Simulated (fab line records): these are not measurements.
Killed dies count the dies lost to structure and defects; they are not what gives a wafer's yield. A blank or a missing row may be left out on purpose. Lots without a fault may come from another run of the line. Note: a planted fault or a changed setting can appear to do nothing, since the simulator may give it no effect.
Struck lot and sound lot, side by side ; flow n5Finfet ; 16 steps out of a route of 1938
Sound: the wafers L998.2, L998.5, L998.6. Struck: wafer L999.2. (L999.6 of the same lot was not struck and is left out.) The cause comes at the end.
Per side, at each step with rows, come the tool, then ch with its chambers, and then its first start. Under that, the readings that differ: sound wafers ; struck wafers ; difference of the means ; sigmas: that difference in standard deviations of wafers without a fault.
alike: a reading whose means differ by less than 2 such deviations, as well as words and numbers matching on both sides. not compared: withheld readings; readings where some wafer has no value; bounds like >300 that might hide an equal value; numbers whose values overlap and for which the record gives no deviation.
The two part at a step that has a row with sigmas, a row that says differs or no value, or rows on one side only. When numbers do not overlap yet have no deviation, they are printed without sigmas and do not part them. Lack of a reading on every wafer of one side parts them only where that side has two or more wafers.

N5_FIN_CUT_INSPECT_10: inspects for defects (brightfield).
  sound on defectInspect-02, day 4 21:16; struck on defectInspect-01, day 5 02:15
  alike: rawDefectCount
N5_FIN_CUT_DESCUM_13: chemistry O2, time 7 s.
  sound on rieDiel-04 ch 2,3, day 4 21:23; struck on rieDiel-01 ch 2, day 5 02:17
reading;sound;struck;difference;sigmas
o2FlowSccm (sccm);225.7 226.7 224.4;224.0;-1.6;-2
  alike: drypumpMotorCurrentA, oesProductAu, rfFwdPowerW, rfVppV, showerheadPlenumPTorr, throttleValvePct
  not compared: rfHoursCounterH
N5_FIN_CUT_ETCH_30: etches underlayer in N2/H2, target depth 13 nm, time 10.4 s.
  sound on rieDiel-04 ch 2,3, day 4 21:26; struck on rieDiel-01 ch 2, day 5 02:19
  alike: drypumpMotorCurrentA, etchRfOnTimeS, n2FlowSccm, oesProductAu, rfFwdPowerW, rfVppV, showerheadPlenumPTorr, throttleValvePct
  not compared: rfHoursCounterH
then, 5 steps without rows for these wafers: N5_FIN_CUT_ETCH_20 (etches SiARC in CF4, target depth 26 nm, time 43.3 s); N5_FIN_CUT_ETCH_21 (etches SOC in N2/H2, target depth 219 nm, overetch 43.8 nm, time 523.5 s); N5_FIN_CUT_STRIP_23 (strips in N2/H2); N5_FIN_CUT_STRIP_31 (strips in N2/H2); N5_FIN_CUT_STRIP_24 (strips in CF4).
N5_FIN_CUT_CUT_ETCH_26: etches SiNx in CH3F/O2, target depth 39 nm, time 55.7 s.
  sound on rieDiel-04 ch 2,3, day 4 21:50; struck on rieDiel-01 ch 2, day 5 02:43
  alike: drypumpMotorCurrentA, oesProductAu, rfFwdPowerW, rfVppV, showerheadPlenumPTorr, throttleValvePct
  not compared: rfHoursCounterH
N5_FIN_CUT_CUT_ETCH_27: etches SiO2 in CHF3/O2, target depth 4 nm, overetch 2 nm, time 4.9 s.
  sound on rieDiel-04 ch 2,3, day 4 21:53; struck on rieDiel-01 ch 2, day 5 02:46
  alike: drypumpMotorCurrentA, oesProductAu, rfFwdPowerW, rfVppV, showerheadPlenumPTorr, throttleValvePct
  not compared: rfHoursCounterH
N5_FIN_CUT_PRECLEAN_35: cleans in vHF, time 13.3 s.
  sound on vaporEtch-02 ch 0,1, day 4 21:56; struck on vaporEtch-01 ch 1, day 5 02:50
  alike: drypumpMotorCurrentA
then, 1 step without rows for these wafers: N5_FIN_CUT_CUT_ETCH_15 (etches Si in HBr/Cl2/O2, target depth 100 nm, bt time 10 s, time 42.4 s).
N5_FIN_CUT_CUT_ETCH_28: etches Si in HBr/Cl2/O2, target depth 6 nm, time 2.4 s.
  sound on rieSi-05 ch 0,3, day 4 22:05; struck on rieSi-06 ch 3, day 5 02:58
reading;sound;struck;difference;sigmas
oesProductAu (a.u.);1.021 1.011 0.983;1.060;+0.055;+3
model.etch.depthNm (nm);5.946 5.868 6.062;10.47;+4.51;
  alike: HBr_flow_sccm, drypumpMotorCurrentA, throttleValvePct
  not compared: rfFwdPowerW, rfHoursCounterH
then, 1 step without rows for these wafers: N5_FIN_CUT_STRIP_22 (strips in N2/H2).
-- here the record skips 6 days between the struck wafers' starts before and after, leaving off in module FIN_CUT and picking up in module BEOL_M4 (first step shown: number 1111 of the route) --
N5_BEOL_M4_RC_MEAS_101:
  sound on prober-01 ch 0, day 10 17:32; struck on prober-02 ch 0, day 11 02:14
reading;sound;struck;difference;sigmas
SS_P (mV/dec);72.5 73.1 73.1;74.6;+1.7;+3
  alike: DIBL_N, DIBL_P, IOFF_N, IOFF_P, ION_N, ION_P, SS_N, VT_N, VT_P
-- record jumps: 4 days separate the struck wafers' starts on either side; left off in module BEOL_M4, taken up again in module PASSIVATION, whose first shown step is the route's number 1936 --
N5_PASSIVATION_PROBE_49:
  sound on prober-01, day 14 19:32; struck on prober-02, day 15 07:52
reading;sound;struck;difference;sigmas
killedAtOther;4 10 9;1;-7;-2
  alike: defectLimitedYield, killed_at_M0_to_M3, killed_at_M4_up, killedAtContacts, killedAtFrontEnd, killedDies, killedOpen, killedShort, sort_bin_5_function, sort_bin_6_memory, sortNPass, sortYieldPct

WHERE THEY PART
First at N5_FIN_CUT_DESCUM_13; last, within this record, at N5_PASSIVATION_PROBE_49.

WHY: what the simulator had put in
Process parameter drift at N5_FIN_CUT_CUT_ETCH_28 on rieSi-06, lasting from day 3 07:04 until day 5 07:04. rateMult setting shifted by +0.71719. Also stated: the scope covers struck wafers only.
